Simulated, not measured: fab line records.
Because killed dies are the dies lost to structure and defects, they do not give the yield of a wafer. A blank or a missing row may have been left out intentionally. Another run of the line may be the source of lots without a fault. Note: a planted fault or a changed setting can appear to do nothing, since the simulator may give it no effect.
Which tool was responsible? -- flow nand_harc -- 24 lots with 72 wafers sampled at 5 steps, on a route of 1302 steps

WHAT THE GAUGES SHOWED, per wafer
NHARC_A_CHANNEL_FILL_D1_INSPECT_13.
lot,measured,on,raw_defect_count
L075,day 11 10:37,defect_inspect-01,313 432 544
L074,day 11 13:07,defect_inspect-01,181 206 328
L076,day 11 20:41,defect_inspect-02,534 469 490
L078,day 12 08:04,defect_inspect-02,159 178 169
L077,day 12 19:14,defect_inspect-01,298 218 233
L079,day 13 07:40,defect_inspect-02,307 242 248
L080,day 13 07:40,defect_inspect-01,343 325 347
L081,day 13 20:52,defect_inspect-02,193 287 328
L082,day 14 11:52,defect_inspect-01,256 155 158
L083,day 15 00:20,defect_inspect-01,230 226 277
L084,day 15 06:54,defect_inspect-01,316 272 274
L086,day 15 10:42,defect_inspect-01,259 279 362
L085,day 15 10:42,defect_inspect-01,203 333 165
L087,day 16 06:05,defect_inspect-01,196 375 288
L089,day 16 18:49,defect_inspect-02,540 571 557
L088,day 16 18:50,defect_inspect-02,231 330 229
L090,day 17 15:48,defect_inspect-01,296 393 354
L091,day 18 06:56,defect_inspect-02,301 280 478
L092,day 18 10:02,defect_inspect-02,285 378 386
L093,day 18 15:41,defect_inspect-01,180 157 277
L095,day 19 12:44,defect_inspect-01,171 351 936
L094,day 19 16:48,defect_inspect-01,282 222 317
L096,day 20 02:08,defect_inspect-02,715 291 410
L097,day 20 16:49,defect_inspect-01,475 231 487

NHARC_A_CHANNEL_HOLE_D2_INSPECT_12.
lot,measured,on,raw_defect_count
L075,day 13 10:52,defect_inspect-01,57 70 56
L074,day 13 10:43,defect_inspect-02,5 3 6
L076,day 14 06:01,defect_inspect-02,58 72 51
L078,day 14 20:53,defect_inspect-02,7 5 3
L077,day 14 21:29,defect_inspect-02,43 54 51
L079,day 15 17:46,defect_inspect-01,63 60 68
L080,day 15 17:37,defect_inspect-02,12 5 11
L081,day 16 02:01,defect_inspect-01,57 57 56
L082,day 16 16:38,defect_inspect-02,7 7 7
L083,day 17 11:12,defect_inspect-01,65 54 56
L084,day 17 13:04,defect_inspect-01,9 17 11
L086,day 17 11:21,defect_inspect-02,12 8 10
L085,day 17 14:16,defect_inspect-02,63 53 55
L087,day 18 08:11,defect_inspect-02,17 9 20
L089,day 19 05:15,defect_inspect-01,5 21 11
L088,day 19 03:40,defect_inspect-01,56 65 64
L090,day 19 18:33,defect_inspect-02,57 57 56
L091,day 20 08:06,defect_inspect-02,21 11 17
L092,day 20 08:27,defect_inspect-02,63 60 53
L093,day 20 23:26,defect_inspect-02,22 22 19
L095,day 21 22:55,defect_inspect-02,14 22 23
L094,day 21 23:04,defect_inspect-01,7 10 9
L096,day 22 05:50,defect_inspect-02,24 24 31
L097,day 22 20:09,defect_inspect-02,7 8 4

NHARC_A_CHANNEL_HOLE_D2_CD_MEAS_18.
lot,measured,on,cd_nm (nm)
L075,day 13 12:02,cd_sem-01,95.8 95.3 98.4
L074,day 13 11:53,cd_sem-03,99.3 96.6 99.6
L076,day 14 07:12,cd_sem-03,103.0 101.0 94.7
L078,day 14 22:04,cd_sem-02,100.9 100.4 102.5
L077,day 14 22:39,cd_sem-03,97.7 100.0 99.3
L079,day 15 18:56,cd_sem-01,102.1 97.2 100.7
L080,day 15 18:47,cd_sem-03,101.5 103.8 98.2
L081,day 16 03:11,cd_sem-02,95.6 100.2 96.4
L082,day 16 17:49,cd_sem-02,97.5 101.1 99.5
L083,day 17 12:34,cd_sem-03,103.5 97.4 99.4
L084,day 17 14:14,cd_sem-01,99.4 96.5 100.7
L086,day 17 12:44,cd_sem-02,100.1 99.9 99.1
L085,day 17 15:26,cd_sem-01,102.2 94.1 100.2
L087,day 18 09:21,cd_sem-01,96.2 100.0 98.4
L089,day 19 06:38,cd_sem-02,101.8 101.4 100.4
L088,day 19 04:50,cd_sem-01,101.9 98.3 99.8
L090,day 19 19:44,cd_sem-01,90.9 97.2 103.7
L091,day 20 09:16,cd_sem-03,99.1 106.8 95.1
L092,day 20 09:37,cd_sem-03,100.8 100.2 100.7
L093,day 21 00:37,cd_sem-02,100.6 99.3 96.7
L095,day 22 00:05,cd_sem-01,100.4 98.8 103.1
L094,day 22 00:14,cd_sem-03,95.4 95.5 102.4
L096,day 22 07:02,cd_sem-03,94.9 98.7 96.2
L097,day 22 21:19,cd_sem-03,103.4 97.8 97.7

WHICH TOOL RAN EACH LOT (tool, then ch and the chambers of the sampled wafers, then the start)
lot,NHARC_A_CHANNEL_FILL_D1_STRIP_29,NHARC_A_CHANNEL_HOLE_D2_DEP_00
L075,"rie_diel-01 ch 1,2, day 11 10:37 or earlier","acl_dep-01 ch 0, day 13 08:37"
L074,"rie_diel-01 ch 0,3, day 11 13:07 or earlier","acl_dep-03 ch 0, day 13 07:58"
L076,"rie_diel-13 ch 1,2,3, day 11 14:43","acl_dep-02 ch 0, day 14 03:59"
L078,"rie_diel-13 ch 0,1,3, day 12 08:04 or earlier","acl_dep-03 ch 0, day 14 19:05"
L077,"rie_diel-13 ch 0,2,3, day 12 19:14 or earlier","acl_dep-01 ch 0, day 14 19:02"
L079,"rie_diel-02 ch 0,2,3, day 13 07:40 or earlier","acl_dep-02 ch 0, day 15 14:58"
L080,"rie_diel-13 ch 0,2, day 13 07:40 or earlier","acl_dep-03 ch 0, day 15 14:52"
L081,"rie_diel-13 ch 0,1,3, day 13 20:52 or earlier","acl_dep-02 ch 0, day 15 23:12"
L082,"rie_diel-01 ch 1,2,3, day 14 11:52 or earlier","acl_dep-02 ch 0, day 16 13:53"
L083,"rie_diel-02 ch 1,2, day 15 00:20 or earlier","acl_dep-02 ch 0, day 17 08:41"
L084,"rie_diel-13 ch 0,3, day 15 06:54 or earlier","acl_dep-03 ch 0, day 17 10:58"
L086,"rie_diel-02 ch 1,2,3, day 15 10:42 or earlier","acl_dep-03 ch 0, day 17 08:45"
L085,"rie_diel-13 ch 1,2,3, day 15 04:46","acl_dep-01 ch 0, day 17 12:15"
L087,"rie_diel-13 ch 0,1,3, day 16 06:05 or earlier","acl_dep-01 ch 0, day 18 05:22"
L089,"rie_diel-01 ch 0,1,3, day 16 18:49 or earlier","acl_dep-03 ch 0, day 19 02:47"
L088,"rie_diel-13 ch 0,1, day 16 18:50 or earlier","acl_dep-01 ch 0, day 19 01:39"
L090,"rie_diel-02 ch 0,1,3, day 17 15:48 or earlier","acl_dep-03 ch 0, day 19 15:53"
L091,"rie_diel-13 ch 0,1,2, day 17 22:17","acl_dep-02 ch 0, day 20 05:28"
L092,"rie_diel-02 ch 0,1, day 18 10:02 or earlier","acl_dep-01 ch 0, day 20 05:42"
L093,"rie_diel-13 ch 0,1, day 18 09:41","acl_dep-01 ch 0, day 20 20:41"
L095,"rie_diel-02 ch 1,2,3, day 19 12:44 or earlier","acl_dep-03 ch 0, day 21 20:13"
L094,"rie_diel-13 ch 0,2,3, day 19 10:50","acl_dep-02 ch 0, day 21 20:11"
L096,"rie_diel-01 ch 0,3, day 19 19:54","acl_dep-02 ch 0, day 22 03:13"
L097,"rie_diel-13 ch 1,2, day 20 16:49 or earlier","acl_dep-03 ch 0, day 22 17:42"
- NHARC_A_CHANNEL_FILL_D1_STRIP_29: strips in O2, time 20 s.
- NHARC_A_CHANNEL_HOLE_D2_DEP_00: deposits aC, target thk 3100 nm.

AS READ BY THE TOOLS THEMSELVES (means over the sampled wafers that have a number; for cases with no such wafer, the mark the record gives instead)
NHARC_A_CHANNEL_FILL_D1_STRIP_29.
lot,tool,drypump_motor_current_A (A),mfc_ar_sccm (sccm),oes_product_au (a.u.),rf_vpp_V (V),showerhead_plenum_p_Torr (Torr),throttle_valve_pct (%)
L075,rie_diel-01,5.4,0.010,0.993,58.0,3.63,17.035
L074,rie_diel-01,5.9,0.020,0.992,57.5,3.40,17.039
L076,rie_diel-13,5.7,0.010,1.000,58.0,3.50,17.032
L078,rie_diel-13,5.8,0.010,0.993,58.3,3.59,17.045
L077,rie_diel-13,5.9,0.000,0.997,58.3,3.55,17.051
L079,rie_diel-02,5.9,0.011,1.000,57.3,3.47,17.044
L080,rie_diel-13,6.1,0.000,1.010,57.3,3.43,17.031
L081,rie_diel-13,5.8,0.010,0.986,58.3,3.58,17.040
L082,rie_diel-01,5.7,0.010,1.000,57.5,3.52,17.041
L083,rie_diel-02,5.8,0.011,1.007,56.6,3.38,17.037
L084,rie_diel-13,5.9,0.000,0.990,58.5,3.63,17.031
L086,rie_diel-02,5.7,0.006,1.006,57.1,3.45,17.037
L085,rie_diel-13,5.7,0.010,0.997,58.2,3.50,17.049
L087,rie_diel-13,5.8,0.010,0.990,57.7,3.58,17.038
L089,rie_diel-01,5.8,0.020,0.989,57.2,3.44,17.031
L088,rie_diel-13,6.1,0.010,0.995,57.1,3.56,17.047
L090,rie_diel-02,6.0,0.017,0.997,56.8,3.42,17.041
L091,rie_diel-13,6.0,0.010,1.002,58.0,3.47,17.046
L092,rie_diel-02,6.2,0.022,1.001,56.5,3.35,17.041
L093,rie_diel-13,5.9,0.019,0.998,58.2,3.51,17.041
L095,rie_diel-02,5.7,0.006,1.003,58.0,3.44,17.034
L094,rie_diel-13,5.9,0.000,0.990,57.8,3.54,17.033
L096,rie_diel-01,5.9,0.020,1.002,57.5,3.40,17.045
L097,rie_diel-13,5.9,0.010,0.986,57.1,3.39,17.037

NHARC_A_CHANNEL_HOLE_D2_DEP_00.
lot,tool,throttle_valve_pct (%)
L075,acl_dep-01,34.999
L074,acl_dep-03,35.006
L076,acl_dep-02,34.990
L078,acl_dep-03,34.993
L077,acl_dep-01,35.001
L079,acl_dep-02,35.008
L080,acl_dep-03,35.002
L081,acl_dep-02,34.997
L082,acl_dep-02,34.998
L083,acl_dep-02,34.997
L084,acl_dep-03,34.995
L086,acl_dep-03,34.997
L085,acl_dep-01,35.001
L087,acl_dep-01,35.009
L089,acl_dep-03,35.003
L088,acl_dep-01,34.997
L090,acl_dep-03,34.996
L091,acl_dep-02,34.996
L092,acl_dep-01,35.003
L093,acl_dep-01,34.993
L095,acl_dep-03,34.998
L094,acl_dep-02,34.996
L096,acl_dep-02,34.996
L097,acl_dep-03,34.995

THE ANSWER, worked out from the rows above alone
Rule: usual is defined by the lots themselves. The widest of any qualifying gaps counts: lots, ordered by their means at a reading, are off when they make up no more than a third of the lots, leave a main group of 4 or more, and stand apart from it by 3 or more times the standard deviation of that group's means. A main group is skipped when, at the precision printed for the reading in the tables above, its means are all equal. Also off: a lot with no number at a reading for which 4 or more lots have one. All remaining lots with rows at the step are treated as sound. First the gauges in route order, then the tools' own readings, where a lot's mean is used as printed above. The first step at which some lot is off is used, and at that step the reading that is off furthest; a lot without a number counts as furthest.
None of the lots is off at any reading shown; this tells nothing.

WHAT THE SIMULATOR HAD INSERTED
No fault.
